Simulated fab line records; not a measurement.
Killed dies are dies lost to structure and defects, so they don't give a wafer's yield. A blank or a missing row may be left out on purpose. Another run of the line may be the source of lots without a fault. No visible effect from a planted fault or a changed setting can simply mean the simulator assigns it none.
Struck lot and sound lot, side by side    flow n5_finfet    42 out of 1938 route steps
Sound: wafers L896.3, L896.5, L896.6. Struck: wafer L901.2 (L901.5, L901.6, from the same lot, were not struck and are left out); the cause is given at the end.
Each step with rows lists, per side, the tool, then ch with its chambers, then its first start. Under that, the readings that differ: sound wafers    struck wafers    difference of the means    sigmas: that difference in standard deviations of wafers without a fault.
alike: same words and numbers on both sides, and readings whose means sit less than 2 such deviations apart. not compared: any withheld reading, any reading some wafer has no value for, any bound like >300 that may hide the same value, and any number with overlapping values for which the record gives no deviation.
The two part at a step that has a row with sigmas, a row that says differs or no value, or rows on one side only. When numbers do not overlap yet have no deviation, they are printed without sigmas and do not part them. A reading that every wafer of one side lacks parts them only if that side has two wafers or more.

first, 1 step without rows for these wafers: N5_BEOL_M5_STRIP_91 (strips in N2/H2, time 10 s).
N5_BEOL_M5_OCD_MEAS_38:
  sound on ocd-02, day 8 07:39; struck on ocd-02, day 9 18:07
  alike: trench_depth_nm
then, 4 steps without rows for these wafers: N5_BEOL_M5_HM_STRIP_39 (strips TiN in peroxide tin strip, target depth 25 nm, time 158 s); N5_BEOL_M5_SRD_40 (time 30 s); N5_BEOL_M5_PRECLEAN_42 (cleans in residue remover, time 60 s); N5_BEOL_M5_SRD_43 (time 30 s).
N5_BEOL_M5_CD_MEAS_35: target cd 28 nm, target cd y 24 nm.
  sound on cd_sem-01, day 8 07:48; struck on cd_sem-01, day 9 18:16
  alike: cd_nm
then, 5 steps without rows for these wafers: N5_BEOL_M5_CURE_80 (cures SiCOH lowk, time 120 s); N5_BEOL_M5_DEGAS_44 (time 60 s); N5_BEOL_M5_PRE_CLEAN_45 (time 30 s); N5_BEOL_M5_ALD_86 (deposits TaN, pulse time 2 s, purge time 3 s, co reactant purge time 2 s); N5_BEOL_M5_SURFACE_TREAT_87.
N5_BEOL_M5_CVD_47: deposits Co from CCTBA/H2, target thk 3 nm, time 216 s.
  sound on cvd_co-01 ch 0,1, day 8 08:43; struck on cvd_co-01 ch 0,1,2, day 9 19:21
then, 1 step without rows for these wafers: N5_BEOL_M5_SPUTTER_48 (material Cu, target thk 15 nm, time 27.62 s).
N5_BEOL_M5_ANNEAL_49: time 1800 s.
  sound on pvd_sputter-03, day 8 08:58; struck on pvd_sputter-01, day 9 19:35
  alike: heater_power_w
N5_BEOL_M5_SPUTTER_81: material Cu, target thk 15 nm, time 27.62 s.
  sound on pvd_sputter-03, day 8 09:58; struck on pvd_sputter-01, day 9 20:35
  alike: throttle_valve_pct
then, 1 step without rows for these wafers: N5_BEOL_M5_ANNEAL_82 (time 1800 s).
N5_BEOL_M5_SPUTTER_83: material Cu, target thk 15 nm, time 27.62 s.
  sound on pvd_sputter-03, day 8 11:04; struck on pvd_sputter-01, day 9 21:41
  alike: throttle_valve_pct
then, 7 steps without rows for these wafers: N5_BEOL_M5_ANNEAL_84 (time 1800 s); N5_BEOL_M5_SPUTTER_88 (material Cu, target thk 15 nm, time 27.62 s); N5_BEOL_M5_ANNEAL_89 (time 1800 s); N5_BEOL_M5_SPUTTER_90 (material Cu, target thk 4.5 nm, time 8.29 s); N5_BEOL_M5_ECD_50 (material Cu, target thk 300 nm); N5_BEOL_M5_ANNEAL_51 (time 90 s); N5_BEOL_M5_CMP_52 (polishes, stops on SiCOH lowk, t overpolish 6.9 s, target thk 62 nm).
N5_BEOL_M5_THK_MEAS_53: measures by xrf.
  sound on film_metro-02, day 8 14:02; struck on film_metro-02, day 10 00:39
  alike: M5_THK
N5_BEOL_M5_PRE_CLEAN_77: time 15 s.
  sound on cvd_co-02 ch 0,1,2, day 8 14:04; struck on cvd_co-02 ch 1, day 10 00:41
  alike: heater_power_w
then, 3 steps without rows for these wafers: N5_BEOL_M5_CO_CAP_78 (material Co, precursor CCTBA/H2, target thk 2 nm, time 102.1 s); N5_BEOL_M5_PRE_CLEAN_55 (time 15 s); N5_BEOL_M5_DEP_56 (deposits SiCN from 3MS/NH3, target thk 8 nm, time 14 s).
N5_BEOL_M5_RS_MEAS_57: the measuring method here is four-point-probe.
  sound on film_metro-02, day 8 14:17; struck on film_metro-01, day 10 00:56
  alike: M5_RS
then, 1 step without rows for these wafers: N5_BEOL_M6_ILD_DEP_00 (deposits SiCOH lowk from DEMS/porogen, target thk 179.75 nm, time 33.4 s).
N5_BEOL_M6_CURE_74: cures SiCOH lowk, time 240 s.
  sound on uv_cure-01 ch 0, day 8 14:34; struck on uv_cure-02 ch 2, day 10 01:10
  alike: lamp_power_pct, wafer_temp_C_max
N5_BEOL_M6_THK_MEAS_01:
  sound on film_metro-01, day 8 14:56; struck on film_metro-02, day 10 01:36
reading          sound              struck  difference  sigmas
M6_ILD_THK (nm)  156.5 159.5 158.7  151.5   -6.7        -3
then, 7 steps without rows for these wafers: N5_BEOL_M6_PECVD_70 (deposits SiO2 from TEOS/O2, target thk 20 nm, time 22.7 s); N5_BEOL_M6_HM_DEP_02 (deposits TiN, target thk 20 nm); N5_BEOL_M6_COAT_59 (time 60 s, resist thk 100 nm); N5_BEOL_M6_COAT_60 (time 60 s, resist thk 35 nm); N5_BEOL_M6_COAT_05 (resist thk 90 nm); N5_BEOL_M6_EBR_07; N5_BEOL_M6_SOFTBAKE_06 (time 60 s).
-- a jump in the record: the struck wafers' starts before and after are 4 days apart (it breaks off in module BEOL_M6 and resumes in module PASSIVATION, where the first step shown is number 1936 of the route) --
N5_PASSIVATION_PROBE_49:
  the record has rows for the struck wafers here (prober-01, day 14 04:13) and none for the sound ones

WHERE THEY PART
At N5_BEOL_M6_THK_MEAS_01 first; at N5_PASSIVATION_PROBE_49 last (within this record only).

WHY: what had been put in by the simulator
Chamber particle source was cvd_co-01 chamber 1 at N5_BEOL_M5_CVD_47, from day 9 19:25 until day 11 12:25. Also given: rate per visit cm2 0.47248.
